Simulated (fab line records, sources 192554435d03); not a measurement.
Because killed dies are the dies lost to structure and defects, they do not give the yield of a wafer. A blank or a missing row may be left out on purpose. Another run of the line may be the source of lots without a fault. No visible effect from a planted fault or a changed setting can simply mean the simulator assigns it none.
A sampling plan put to the test    flow n5_finfet    one fab line, 65 faults that these records tell of, each judged on the records of the lots that it struck; 2 more are left out, because the records don't allow judging them
What counts as the plan is the set of the line's own looks, namely the steps on the route at which a gauge or an inspection reads a wafer and does not change it. A look is open to judgement when struck wafers have a number at it and the file gives its usual mean and standard deviation on fault-free wafers. Caught: a look later than the fault's first step finds the struck wafers' mean 4 or more of those standard deviations (sigma) from the usual mean. On the tool: here the same test is run on the tool's own readings at the fault's steps. Caught also covers a different recipe on the struck wafers, or a record left blank for those wafers only.

## THE FAULTS, as the simulator had put them in
1. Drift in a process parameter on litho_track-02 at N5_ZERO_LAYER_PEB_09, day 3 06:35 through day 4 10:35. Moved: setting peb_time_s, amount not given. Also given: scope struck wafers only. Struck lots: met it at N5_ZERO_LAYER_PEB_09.
2. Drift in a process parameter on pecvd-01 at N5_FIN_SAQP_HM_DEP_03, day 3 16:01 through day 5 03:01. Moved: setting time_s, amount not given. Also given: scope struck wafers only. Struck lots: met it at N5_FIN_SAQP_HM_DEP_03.
3. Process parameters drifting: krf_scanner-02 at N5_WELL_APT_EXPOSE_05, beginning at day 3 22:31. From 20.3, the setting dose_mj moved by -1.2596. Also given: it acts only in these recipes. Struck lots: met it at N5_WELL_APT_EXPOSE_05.
4. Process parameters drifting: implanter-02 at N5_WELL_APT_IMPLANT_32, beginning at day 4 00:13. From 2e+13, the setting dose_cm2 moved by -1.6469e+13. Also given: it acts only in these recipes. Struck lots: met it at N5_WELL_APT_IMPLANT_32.
5. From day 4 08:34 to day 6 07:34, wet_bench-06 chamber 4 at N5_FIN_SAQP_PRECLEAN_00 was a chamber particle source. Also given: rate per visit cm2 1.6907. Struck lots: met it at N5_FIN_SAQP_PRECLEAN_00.
6. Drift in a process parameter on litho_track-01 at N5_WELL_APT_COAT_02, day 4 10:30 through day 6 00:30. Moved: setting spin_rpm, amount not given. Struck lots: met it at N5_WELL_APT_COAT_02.
7. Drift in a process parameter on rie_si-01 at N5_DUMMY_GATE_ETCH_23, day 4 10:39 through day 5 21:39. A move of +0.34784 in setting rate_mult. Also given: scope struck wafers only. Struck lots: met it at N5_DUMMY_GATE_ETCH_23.
8. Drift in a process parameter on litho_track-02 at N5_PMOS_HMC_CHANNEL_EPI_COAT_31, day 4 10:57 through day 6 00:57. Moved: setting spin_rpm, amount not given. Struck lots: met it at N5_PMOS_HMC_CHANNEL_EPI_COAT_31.
9. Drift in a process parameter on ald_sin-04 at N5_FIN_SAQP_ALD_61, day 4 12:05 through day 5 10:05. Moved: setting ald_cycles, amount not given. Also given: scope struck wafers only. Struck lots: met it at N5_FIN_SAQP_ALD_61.
10. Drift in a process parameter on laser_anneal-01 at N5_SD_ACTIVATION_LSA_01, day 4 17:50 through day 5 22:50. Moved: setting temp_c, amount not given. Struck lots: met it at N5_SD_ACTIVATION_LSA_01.
11. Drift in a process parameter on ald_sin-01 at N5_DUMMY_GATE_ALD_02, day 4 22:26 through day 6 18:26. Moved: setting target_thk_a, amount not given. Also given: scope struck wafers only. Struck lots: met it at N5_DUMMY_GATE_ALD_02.
12. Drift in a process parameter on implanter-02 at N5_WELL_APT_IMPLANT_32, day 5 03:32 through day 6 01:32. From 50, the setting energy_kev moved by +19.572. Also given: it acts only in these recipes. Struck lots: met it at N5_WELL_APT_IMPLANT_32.
13. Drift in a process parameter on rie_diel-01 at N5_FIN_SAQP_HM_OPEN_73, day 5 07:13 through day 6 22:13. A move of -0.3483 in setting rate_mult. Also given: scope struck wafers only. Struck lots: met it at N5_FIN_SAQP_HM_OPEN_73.
14. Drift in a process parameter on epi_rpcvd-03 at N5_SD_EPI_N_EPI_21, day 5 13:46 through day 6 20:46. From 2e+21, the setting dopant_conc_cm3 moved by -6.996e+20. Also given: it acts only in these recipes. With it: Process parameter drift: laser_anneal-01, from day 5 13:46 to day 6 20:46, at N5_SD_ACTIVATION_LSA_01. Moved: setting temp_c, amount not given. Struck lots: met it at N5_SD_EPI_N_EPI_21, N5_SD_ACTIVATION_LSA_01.
15. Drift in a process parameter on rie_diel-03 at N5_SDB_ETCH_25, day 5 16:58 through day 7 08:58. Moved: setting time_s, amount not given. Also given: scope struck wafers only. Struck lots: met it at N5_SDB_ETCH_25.
16. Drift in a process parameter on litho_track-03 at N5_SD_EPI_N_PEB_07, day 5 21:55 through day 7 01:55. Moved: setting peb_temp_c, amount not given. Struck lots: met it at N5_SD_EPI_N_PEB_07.
17. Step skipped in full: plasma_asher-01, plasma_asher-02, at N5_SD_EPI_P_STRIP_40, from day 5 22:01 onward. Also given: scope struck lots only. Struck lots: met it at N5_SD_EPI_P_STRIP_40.
18. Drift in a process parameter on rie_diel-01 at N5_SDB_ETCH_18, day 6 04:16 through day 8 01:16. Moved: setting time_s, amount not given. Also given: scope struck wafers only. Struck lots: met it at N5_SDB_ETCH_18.
19. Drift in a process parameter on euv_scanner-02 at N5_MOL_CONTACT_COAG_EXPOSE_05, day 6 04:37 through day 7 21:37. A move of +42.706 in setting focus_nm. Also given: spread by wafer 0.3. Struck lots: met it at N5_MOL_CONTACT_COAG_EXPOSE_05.
20. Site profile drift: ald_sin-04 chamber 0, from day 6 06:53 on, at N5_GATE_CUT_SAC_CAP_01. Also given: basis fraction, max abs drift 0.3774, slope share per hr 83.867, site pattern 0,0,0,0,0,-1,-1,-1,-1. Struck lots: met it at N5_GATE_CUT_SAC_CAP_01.
21. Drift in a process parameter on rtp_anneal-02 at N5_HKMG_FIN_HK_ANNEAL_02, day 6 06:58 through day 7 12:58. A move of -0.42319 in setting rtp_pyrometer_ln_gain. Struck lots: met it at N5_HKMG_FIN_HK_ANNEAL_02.
22. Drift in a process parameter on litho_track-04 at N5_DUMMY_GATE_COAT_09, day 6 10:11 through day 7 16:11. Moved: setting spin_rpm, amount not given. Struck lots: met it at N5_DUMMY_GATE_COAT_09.
23. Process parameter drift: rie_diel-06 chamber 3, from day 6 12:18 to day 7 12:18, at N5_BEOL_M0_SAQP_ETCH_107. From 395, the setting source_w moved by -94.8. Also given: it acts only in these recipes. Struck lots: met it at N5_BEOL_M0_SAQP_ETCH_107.
24. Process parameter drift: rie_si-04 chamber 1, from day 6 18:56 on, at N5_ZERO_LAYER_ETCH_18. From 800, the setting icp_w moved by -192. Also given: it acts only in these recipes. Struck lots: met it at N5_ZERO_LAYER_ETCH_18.
25. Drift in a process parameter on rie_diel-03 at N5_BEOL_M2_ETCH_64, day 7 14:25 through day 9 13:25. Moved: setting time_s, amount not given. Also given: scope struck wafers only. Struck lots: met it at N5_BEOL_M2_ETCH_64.
26. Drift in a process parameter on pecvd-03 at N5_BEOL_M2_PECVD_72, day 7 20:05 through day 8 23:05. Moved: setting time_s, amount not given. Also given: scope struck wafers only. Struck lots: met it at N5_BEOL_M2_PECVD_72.
27. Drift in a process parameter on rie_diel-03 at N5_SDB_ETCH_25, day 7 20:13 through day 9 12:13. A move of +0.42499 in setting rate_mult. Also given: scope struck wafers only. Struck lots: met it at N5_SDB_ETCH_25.
28. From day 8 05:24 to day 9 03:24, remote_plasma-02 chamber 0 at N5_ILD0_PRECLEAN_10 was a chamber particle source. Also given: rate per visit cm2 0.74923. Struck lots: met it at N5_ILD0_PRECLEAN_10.
29. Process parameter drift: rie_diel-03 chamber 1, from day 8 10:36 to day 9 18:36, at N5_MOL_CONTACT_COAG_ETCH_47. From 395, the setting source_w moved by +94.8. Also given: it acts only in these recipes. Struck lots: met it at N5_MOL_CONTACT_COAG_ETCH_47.
30. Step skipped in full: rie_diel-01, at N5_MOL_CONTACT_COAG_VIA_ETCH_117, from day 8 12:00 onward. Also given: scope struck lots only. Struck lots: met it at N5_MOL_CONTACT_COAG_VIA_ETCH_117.
31. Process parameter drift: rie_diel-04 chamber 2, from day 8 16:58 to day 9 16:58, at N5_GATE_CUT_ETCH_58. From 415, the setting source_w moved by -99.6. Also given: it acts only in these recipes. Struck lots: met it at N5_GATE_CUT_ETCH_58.
32. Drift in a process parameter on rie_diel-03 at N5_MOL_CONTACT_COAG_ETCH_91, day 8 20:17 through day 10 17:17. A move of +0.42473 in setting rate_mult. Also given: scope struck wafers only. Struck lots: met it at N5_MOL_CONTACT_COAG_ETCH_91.
33. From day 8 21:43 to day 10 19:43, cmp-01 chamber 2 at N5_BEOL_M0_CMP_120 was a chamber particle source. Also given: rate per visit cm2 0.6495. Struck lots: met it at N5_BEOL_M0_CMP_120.
34. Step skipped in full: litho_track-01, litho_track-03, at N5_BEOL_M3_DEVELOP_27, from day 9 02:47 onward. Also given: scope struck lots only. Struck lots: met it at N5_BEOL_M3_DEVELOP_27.
35. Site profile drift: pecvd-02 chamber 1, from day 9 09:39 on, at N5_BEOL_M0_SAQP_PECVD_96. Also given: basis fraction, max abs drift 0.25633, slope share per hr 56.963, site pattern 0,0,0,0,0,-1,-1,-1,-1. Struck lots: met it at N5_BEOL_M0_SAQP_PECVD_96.
36. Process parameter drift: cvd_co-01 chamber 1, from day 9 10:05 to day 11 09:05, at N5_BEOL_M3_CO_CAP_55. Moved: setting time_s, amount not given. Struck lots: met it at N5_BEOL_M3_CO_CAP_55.
37. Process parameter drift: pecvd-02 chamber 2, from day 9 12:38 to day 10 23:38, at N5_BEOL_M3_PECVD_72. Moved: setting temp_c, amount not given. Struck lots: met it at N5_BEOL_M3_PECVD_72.
38. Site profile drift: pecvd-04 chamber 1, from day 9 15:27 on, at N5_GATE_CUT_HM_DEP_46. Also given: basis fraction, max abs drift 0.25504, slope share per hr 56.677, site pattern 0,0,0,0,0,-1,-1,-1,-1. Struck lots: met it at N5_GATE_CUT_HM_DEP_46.
39. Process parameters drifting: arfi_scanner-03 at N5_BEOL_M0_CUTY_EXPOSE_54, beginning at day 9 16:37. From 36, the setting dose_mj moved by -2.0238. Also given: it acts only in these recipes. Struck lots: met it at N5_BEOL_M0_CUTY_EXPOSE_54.
40. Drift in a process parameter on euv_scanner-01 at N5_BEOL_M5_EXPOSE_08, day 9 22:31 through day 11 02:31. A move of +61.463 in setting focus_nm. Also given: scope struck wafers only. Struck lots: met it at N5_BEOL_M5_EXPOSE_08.
41. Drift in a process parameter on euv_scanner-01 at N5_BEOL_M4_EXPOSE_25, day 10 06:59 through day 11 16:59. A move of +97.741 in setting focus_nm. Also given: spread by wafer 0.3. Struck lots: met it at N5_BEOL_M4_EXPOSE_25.
42. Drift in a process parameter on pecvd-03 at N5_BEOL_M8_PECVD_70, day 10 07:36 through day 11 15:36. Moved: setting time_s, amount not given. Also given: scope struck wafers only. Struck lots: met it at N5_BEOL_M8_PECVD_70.
43. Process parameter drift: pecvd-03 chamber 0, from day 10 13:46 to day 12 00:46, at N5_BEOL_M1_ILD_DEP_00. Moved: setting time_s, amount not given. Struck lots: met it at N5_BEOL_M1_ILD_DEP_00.
44. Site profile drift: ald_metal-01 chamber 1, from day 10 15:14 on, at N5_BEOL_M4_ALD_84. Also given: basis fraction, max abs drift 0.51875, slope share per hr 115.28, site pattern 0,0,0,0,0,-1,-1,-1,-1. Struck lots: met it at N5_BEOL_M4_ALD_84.
45. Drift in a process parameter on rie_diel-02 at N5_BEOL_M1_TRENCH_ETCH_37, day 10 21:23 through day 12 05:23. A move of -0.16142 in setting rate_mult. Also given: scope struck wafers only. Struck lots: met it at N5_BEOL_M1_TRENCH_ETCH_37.
46. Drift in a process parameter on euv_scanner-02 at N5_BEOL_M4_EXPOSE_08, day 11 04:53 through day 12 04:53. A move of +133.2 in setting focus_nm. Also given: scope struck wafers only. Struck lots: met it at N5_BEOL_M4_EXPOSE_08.
47. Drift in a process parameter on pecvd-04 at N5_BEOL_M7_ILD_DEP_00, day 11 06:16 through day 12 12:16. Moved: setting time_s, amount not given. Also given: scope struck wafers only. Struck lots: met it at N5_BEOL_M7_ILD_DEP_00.
48. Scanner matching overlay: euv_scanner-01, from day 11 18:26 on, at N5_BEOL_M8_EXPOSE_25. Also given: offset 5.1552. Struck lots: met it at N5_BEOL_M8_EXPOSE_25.
49. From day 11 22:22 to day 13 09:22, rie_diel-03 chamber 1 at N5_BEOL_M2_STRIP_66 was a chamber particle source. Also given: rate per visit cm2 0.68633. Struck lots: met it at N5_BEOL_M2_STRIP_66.
50. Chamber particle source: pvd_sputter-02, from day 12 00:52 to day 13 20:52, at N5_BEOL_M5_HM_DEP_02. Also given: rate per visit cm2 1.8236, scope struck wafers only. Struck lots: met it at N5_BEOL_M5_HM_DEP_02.
51. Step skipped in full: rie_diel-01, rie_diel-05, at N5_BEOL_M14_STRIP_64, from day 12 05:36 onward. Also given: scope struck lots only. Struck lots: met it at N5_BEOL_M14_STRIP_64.
52. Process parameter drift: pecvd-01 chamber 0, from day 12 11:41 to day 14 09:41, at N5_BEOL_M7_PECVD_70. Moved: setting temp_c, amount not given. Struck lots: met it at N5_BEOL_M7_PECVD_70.
53. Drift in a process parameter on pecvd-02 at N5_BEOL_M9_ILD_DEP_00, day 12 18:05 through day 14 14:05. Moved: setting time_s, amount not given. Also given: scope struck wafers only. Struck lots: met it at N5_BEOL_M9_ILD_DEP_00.
54. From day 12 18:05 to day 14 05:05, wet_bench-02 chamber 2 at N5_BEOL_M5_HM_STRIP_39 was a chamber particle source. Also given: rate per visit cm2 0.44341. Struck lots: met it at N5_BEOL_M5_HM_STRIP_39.
55. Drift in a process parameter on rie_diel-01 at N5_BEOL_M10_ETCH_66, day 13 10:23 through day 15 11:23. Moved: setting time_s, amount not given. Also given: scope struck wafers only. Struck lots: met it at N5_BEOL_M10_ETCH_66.
56. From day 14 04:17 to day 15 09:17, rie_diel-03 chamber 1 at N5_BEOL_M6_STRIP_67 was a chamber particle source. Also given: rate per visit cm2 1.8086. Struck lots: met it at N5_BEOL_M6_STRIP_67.
57. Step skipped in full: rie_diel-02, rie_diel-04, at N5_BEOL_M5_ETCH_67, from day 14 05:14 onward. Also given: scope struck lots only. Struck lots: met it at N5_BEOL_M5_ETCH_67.
58. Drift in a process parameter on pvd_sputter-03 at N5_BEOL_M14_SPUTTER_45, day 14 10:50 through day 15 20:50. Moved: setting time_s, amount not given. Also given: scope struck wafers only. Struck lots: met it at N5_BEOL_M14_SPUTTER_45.
59. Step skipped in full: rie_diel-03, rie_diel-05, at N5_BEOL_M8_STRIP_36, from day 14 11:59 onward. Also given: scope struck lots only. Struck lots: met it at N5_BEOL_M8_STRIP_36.
60. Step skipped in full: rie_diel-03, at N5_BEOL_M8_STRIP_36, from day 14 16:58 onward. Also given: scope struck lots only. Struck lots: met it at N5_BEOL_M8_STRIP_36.
61. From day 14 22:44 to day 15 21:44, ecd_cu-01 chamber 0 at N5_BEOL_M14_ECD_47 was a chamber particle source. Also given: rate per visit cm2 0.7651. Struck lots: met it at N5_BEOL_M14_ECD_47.
62. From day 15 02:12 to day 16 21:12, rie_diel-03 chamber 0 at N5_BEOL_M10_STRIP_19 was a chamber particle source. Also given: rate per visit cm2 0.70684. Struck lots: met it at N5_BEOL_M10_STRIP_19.
63. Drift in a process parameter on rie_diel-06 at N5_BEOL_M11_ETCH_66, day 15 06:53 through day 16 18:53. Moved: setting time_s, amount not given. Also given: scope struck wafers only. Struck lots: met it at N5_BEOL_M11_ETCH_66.
64. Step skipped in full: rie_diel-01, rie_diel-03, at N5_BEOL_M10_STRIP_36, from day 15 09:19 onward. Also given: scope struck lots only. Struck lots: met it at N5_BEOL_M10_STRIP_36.
65. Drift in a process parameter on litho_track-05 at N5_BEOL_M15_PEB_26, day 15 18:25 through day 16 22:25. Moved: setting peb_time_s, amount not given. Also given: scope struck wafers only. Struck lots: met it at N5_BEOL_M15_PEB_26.

## WHAT THE PLAN SAW
fault  on the tool itself                                first look that catches it                       reading, sigma                                             median hours from its first step to that look  hours from the fault's start to the first struck lot there  judged looks passed uncaught
1      no reading that can be judged                     none of the 2 looks that can be judged after it  strongest: cd_nm at N5_ZERO_LAYER_CD_MEAS_11, +3.3         -                                              -                                                           2
2      under 2 sigma                                     N5_FIN_SAQP_THK_MEAS_05                          thk_nm +47                                                 0.1                                            5                                                           0
3      exposure_dose_mJ_cm2 -60 sigma                    N5_WELL_APT_CD_MEAS_08                           cd_nm -4.5                                                 0.2                                            3                                                           0
4      dose_ions_cm2 -99 or beyond sigma                 N5_BEOL_M4_RC_MEAS_101                           CJ_N -26                                                   159.2                                          176                                                         0
5      under 2 sigma                                     N5_FIN_SAQP_INSPECT_18                           raw_defect_count +9.8                                      1.2                                            14                                                          0
6      spin_speed_rpm +77 sigma                          none of the 4 looks that can be judged after it  -                                                          -                                              -                                                           4
7      oes_product_au +11 sigma                          not the one look that can be judged after it     -                                                          -                                              -                                                           1
8      spin_speed_rpm +99 or beyond sigma                not the one look that can be judged after it     -                                                          -                                              -                                                           1
9      under 2 sigma                                     no look after it can be judged                   -                                                          -                                              -                                                           0
10     wafer_temp_C_max -35 sigma                        N5_SD_ACTIVATION_RS_MEAS_03                      RS_SD_N +11                                                0.2                                            9                                                           0
11     under 2 sigma                                     not the one look that can be judged after it     -                                                          -                                              -                                                           1
12     beam_energy_keV +99 or beyond sigma               N5_BEOL_M4_RC_MEAS_101                           RS_PWELL -12                                               169.5                                          176                                                         0
13     under 2 sigma                                     not the one look that can be judged after it     -                                                          -                                              -                                                           1
14     wafer_temp_C_max +23 sigma                        none of the 2 looks that can be judged after it  strongest: RS_SD_N at N5_BEOL_M4_RC_MEAS_101, +3.7         -                                              -                                                           2
15     under 2 sigma                                     not the one look that can be judged after it     -                                                          -                                              -                                                           1
16     plate_temp_C -15 sigma                            N5_SD_EPI_N_CD_MEAS_09                           cd_nm -6.2                                                 0.1                                            3                                                           0
17     the tool's record is blank for the struck wafers  N5_SD_EPI_P_INSPECT_26                           raw_defect_count +33                                       2.9                                            6                                                           0
18     under 2 sigma                                     not the one look that can be judged after it     -                                                          -                                              -                                                           1
19     no reading that can be judged                     N5_MOL_CONTACT_COAG_CD_MEAS_08                   cd_nm -4.2                                                 0.1                                            5                                                           0
20     under 2 sigma                                     N5_MOL_CONTACT_COAG_THK_MEAS_29                  MD_CAP_THK -43                                             15.9                                           20                                                          0
21     lamp_zone_7_pct +83 sigma                         not the one look that can be judged after it     strongest: RS_SD_N at N5_BEOL_M4_RC_MEAS_101, +3.2         -                                              -                                                           1
22     spin_speed_rpm -99 or beyond sigma                none of the 4 looks that can be judged after it  -                                                          -                                              -                                                           4
23     rf_fwd_power_W -56 sigma                          not the one look that can be judged after it     -                                                          -                                              -                                                           1
24     rf_fwd_power_W -75 sigma                          not the one look that can be judged after it     strongest: IOFF_N at N5_BEOL_M4_RC_MEAS_101, +3.2          -                                              -                                                           1
25     under 2 sigma                                     not the one look that can be judged after it     -                                                          -                                              -                                                           1
26     under 2 sigma                                     none of the 3 looks that can be judged after it  -                                                          -                                              -                                                           3
27     only faintly: oes_product_au +2.4 sigma           not the one look that can be judged after it     -                                                          -                                              -                                                           1
28     no reading that can be judged                     not the one look that can be judged after it     -                                                          -                                              -                                                           1
29     rf_fwd_power_W +52 sigma                          not the one look that can be judged after it     -                                                          -                                              -                                                           1
30     the tool's record is blank for the struck wafers  no look after it can be judged                   -                                                          -                                              -                                                           0
31     rf_fwd_power_W -76 sigma                          not the one look that can be judged after it     -                                                          -                                              -                                                           1
32     under 2 sigma                                     none of the 2 looks that can be judged after it  strongest: cd_nm at N5_MOL_CONTACT_COAG_CD_MEAS_137, +3.1  -                                              -                                                           2
33     only faintly: clearing_platen_rpm -3.5 sigma      N5_BEOL_M0_INSPECT_127                           raw_defect_count +22                                       0.5                                            4                                                           0
34     no reading that can be judged                     no look after it can be judged                   -                                                          -                                              -                                                           0
35     under 2 sigma                                     not the one look that can be judged after it     strongest: VT_P at N5_BEOL_M4_RC_MEAS_101, -2.0            -                                              -                                                           1
36     run_length_s -64 sigma                            not the one look that can be judged after it     -                                                          -                                              -                                                           1
37     susceptor_temp_C +34 sigma                        not the one look that can be judged after it     -                                                          -                                              -                                                           1
38     under 2 sigma                                     N5_GATE_CUT_THK_MEAS_24                          GC_FILL_THK -7.0                                           3.5                                            12                                                          0
39     exposure_dose_mJ_cm2 -42 sigma                    N5_BEOL_M0_CUTY_CD_MEAS_57                       cd_nm +4.3                                                 0.1                                            1                                                           0
40     no reading that can be judged                     no look after it can be judged                   -                                                          -                                              -                                                           0
41     exposure_dose_mJ_cm2 +99 or beyond sigma          N5_BEOL_M4_CD_MEAS_28                            cd_nm -51                                                  0.1                                            8                                                           0
42     under 2 sigma                                     no look after it can be judged                   -                                                          -                                              -                                                           0
43     under 2 sigma                                     N5_BEOL_M1_THK_MEAS_01                           M1_ILD_THK -47                                             0.1                                            3                                                           0
44     under 2 sigma                                     N5_BEOL_M4_RC_MEAS_101                           COMB_M4_max_site +37                                       3.7                                            20                                                          2
45     only faintly: oes_f_703_au +2.3 sigma             N5_BEOL_M1_OCD_MEAS_38                           trench_depth_nm -4.2                                       0.2                                            3                                                           0
46     under 2 sigma                                     not the one look that can be judged after it     strongest: cd_nm at N5_BEOL_M4_CD_MEAS_11, -3.2            -                                              -                                                           1
47     under 2 sigma                                     N5_BEOL_M7_THK_MEAS_01                           M7_ILD_THK -38                                             0.6                                            2                                                           0
48     under 2 sigma                                     N5_BEOL_M8_OVL_MEAS_29                           V7_OVL +6.5                                                0.2                                            0                                                           1
49     under 2 sigma                                     N5_BEOL_M2_INSPECT_30                            raw_defect_count +4.7                                      0.8                                            18                                                          0
50     under 2 sigma                                     N5_BEOL_M5_INSPECT_13                            raw_defect_count +13                                       0.6                                            13                                                          0
51     no reading that can be judged                     no look after it can be judged                   -                                                          -                                              -                                                           0
52     susceptor_temp_C +21 sigma                        no look after it can be judged                   -                                                          -                                              -                                                           0
53     run_length_s +91 sigma                            N5_BEOL_M9_THK_MEAS_01                           M9_ILD_THK +55                                             0.9                                            41                                                          0
54     under 2 sigma                                     none of the 3 looks that can be judged after it  -                                                          -                                              -                                                           3
55     run_length_s -88 sigma                            no look after it can be judged                   -                                                          -                                              -                                                           0
56     under 2 sigma                                     N5_BEOL_M6_INSPECT_30                            raw_defect_count +11                                       2.7                                            8                                                           1
57     the tool's record is blank for the struck wafers  no look after it can be judged                   -                                                          -                                              -                                                           0
58     under 2 sigma                                     no look after it can be judged                   -                                                          -                                              -                                                           0
59     the tool's record is blank for the struck wafers  no look after it can be judged                   -                                                          -                                              -                                                           0
60     the tool's record is blank for the struck wafers  no look after it can be judged                   -                                                          -                                              -                                                           0
61     no reading that can be judged                     no look after it can be judged                   -                                                          -                                              -                                                           0
62     under 2 sigma                                     N5_BEOL_M10_INSPECT_30                           raw_defect_count +5.4                                      0.6                                            6                                                           0
63     run_length_s -35 sigma                            no look after it can be judged                   -                                                          -                                              -                                                           0
64     the tool's record is blank for the struck wafers  no look after it can be judged                   -                                                          -                                              -                                                           0
65     no reading that can be judged                     N5_BEOL_M15_CD_MEAS_28                           cd_nm +4.0                                                 0.1                                            8                                                           0
A dash: this means the fault isn't caught or the number doesn't appear in these records.

Caught at a look: 25 of 65. Caught on the tool: 29 of 65. By one or the other: 45 of 65.
Caught on the tool alone: faults 6, 7, 8, 14, 21, 22, 23, 24, 29, 30, 31, 36, 37, 52, 55, 57, 59, 60, 63, 64.
Caught at a look alone: faults 2, 5, 19, 20, 33, 38, 43, 44, 45, 47, 48, 49, 50, 56, 62, 65.
Caught by neither: faults 1, 9, 11, 13, 15, 18, 25, 26, 27, 28, 32, 34, 35, 40, 42, 46, 51, 54, 58, 61.

## THINNER SAMPLING
If the look that catches a fault measured only every second or every third lot, by lot number, the first struck lot would be measured this late in the worst case:
fault  struck lots at that look, in order of time  every lot  every second lot  every third lot
2      L784, L785                                  5 h        11 h              may miss all 2
3      L605, L606                                  3 h        9 h               may miss all 2
4      L969, L970                                  176 h      179 h             may miss all 2
5      L687                                        14 h       may miss it       may miss it
10     L672, L674, L676                            9 h        may miss all 3    29 h
12     L754, L756                                  176 h      may miss all 2    may miss all 2
16     L601, L604                                  3 h        24 h              may miss all 2
17     L156, L157, L158                            6 h        13 h              23 h
19     L833, L834, L835                            5 h        13 h              15 h
20     L638                                        20 h       may miss it       may miss it
33     L490                                        4 h        may miss it       may miss it
38     L194, L195                                  12 h       20 h              may miss all 2
39     L175, L176                                  1 h        10 h              may miss all 2
41     L145                                        8 h        may miss it       may miss it
43     L783                                        3 h        may miss it       may miss it
44     L336                                        20 h       may miss it       may miss it
45     L888, L889, L890                            3 h        9 h               27 h
47     L105, L107                                  2 h        may miss all 2    may miss all 2
48     L588, L589                                  0 h        1 h               may miss all 2
49     L233                                        18 h       may miss it       may miss it
50     L396, L401                                  13 h       40 h              may miss all 2
53     L253                                        41 h       may miss it       may miss it
56     L944, L946                                  8 h        may miss all 2    may miss all 2
62     L231, L230                                  6 h        7 h               may miss all 2
65     L100, L105                                  8 h        18 h              may miss all 2
Hours are from the fault's start to the first struck lot that is measured. Since the struck wafers were tested as one group against 4 sigma, a single lot by itself may lie under the limit. Other struck lots may not be in these records.

## THE LONGEST TIMED WAY FROM STEP TO LOOK
Fault 12: a median of 169.5 hours passes between N5_WELL_APT_IMPLANT_32 and N5_BEOL_M4_RC_MEAS_101. No look between them can be judged.
